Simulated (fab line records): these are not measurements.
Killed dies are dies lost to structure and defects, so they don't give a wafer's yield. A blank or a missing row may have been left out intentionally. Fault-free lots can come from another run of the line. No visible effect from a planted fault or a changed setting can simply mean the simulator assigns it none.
Which of the tools did it? ; flow n5-finfet ; 11 lots, 33 wafers sampled, at 3 steps of a route of 1938

== WHAT THE GAUGES READ, wafer by wafer ==
N5_BEOL_M15_INSPECT_55: inspects for defects (darkfield).
lot;measured;on;raw-defect-count
L128;day 11 19:09;defect-inspect-01;70 80 56
L129;day 12 04:37;defect-inspect-02;122 116 88
L134;day 13 06:01;defect-inspect-02;66 93 96
L133;day 13 14:34;defect-inspect-02;46 63 60
L131;day 13 14:29;defect-inspect-02;80 79 108
L132;day 13 19:26;defect-inspect-02;104 124 96
L137;day 13 23:05;defect-inspect-02;103 86 106
L138;day 14 10:28;defect-inspect-02;72 93 112
L150;day 17 11:27;defect-inspect-01;58 88 70
L151;day 17 16:32;defect-inspect-02;75 80 47
L149;day 17 21:05;defect-inspect-01;95 99 93

== WHICH TOOL RAN EACH LOT (tool, then ch and the chambers of the sampled wafers, then the start) ==
lot;N5_BEOL_M15_DESCUM_33;N5_BEOL_M15_ANNEAL_48
L128;rie-diel-01 ch 0,1,3, day 11 15:55;rtp-anneal-01 ch 0, day 11 18:24
L129;rie-diel-03 ch 0,2,3, day 11 21:52;rtp-anneal-02 ch 0, day 12 03:53
L134;rie-diel-02 ch 0,1,2, day 12 19:17;rtp-anneal-02 ch 0, day 13 05:21
L133;rie-diel-01 ch 0,1,2, day 13 06:17;rtp-anneal-01 ch 0, day 13 13:49
L131;rie-diel-03 ch 0,2,3, day 13 08:27;rtp-anneal-02 ch 0, day 13 13:42
L132;rie-diel-02 ch 0,1,3, day 13 13:29;rtp-anneal-02 ch 0, day 13 18:41
L137;rie-diel-03 ch 2,3, day 13 20:58;rtp-anneal-02 ch 0, day 13 22:23
L138;rie-diel-02 ch 0,1,3, day 14 05:00;rtp-anneal-02 ch 0, day 14 09:46
L150;rie-diel-01 ch 0,3, day 17 09:27;rtp-anneal-02 ch 0, day 17 10:42
L151;rie-diel-01 ch 0,1,3, day 17 13:58;rtp-anneal-01 ch 0, day 17 15:52
L149;rie-diel-02 ch 0,1,2, day 17 18:16;rtp-anneal-02 ch 0, day 17 20:20
- N5_BEOL_M15_DESCUM_33: chemistry O2, time 7.9 s.
- N5_BEOL_M15_ANNEAL_48: time 90 s.

== THE ANSWER, worked out from the rows above alone ==
Rule: the usual values come from the lots themselves. The widest of any qualifying gaps counts: lots, ordered by their means at a reading, are off when they make up no more than a third of the lots, leave a main group of 4 or more, and stand apart from it by 3 or more times the standard deviation of that group's means. A main group whose means are all the same, to the digits that the tables above print for the reading, isn't used. Also off: a lot with no number at a reading for which 4 or more lots have one. Where the step has rows for the other lots, those lots are counted as sound.
No lot is off on any of the readings shown, so nothing can be concluded from this.

== WHAT HAD BEEN PUT IN BY THE SIMULATOR ==
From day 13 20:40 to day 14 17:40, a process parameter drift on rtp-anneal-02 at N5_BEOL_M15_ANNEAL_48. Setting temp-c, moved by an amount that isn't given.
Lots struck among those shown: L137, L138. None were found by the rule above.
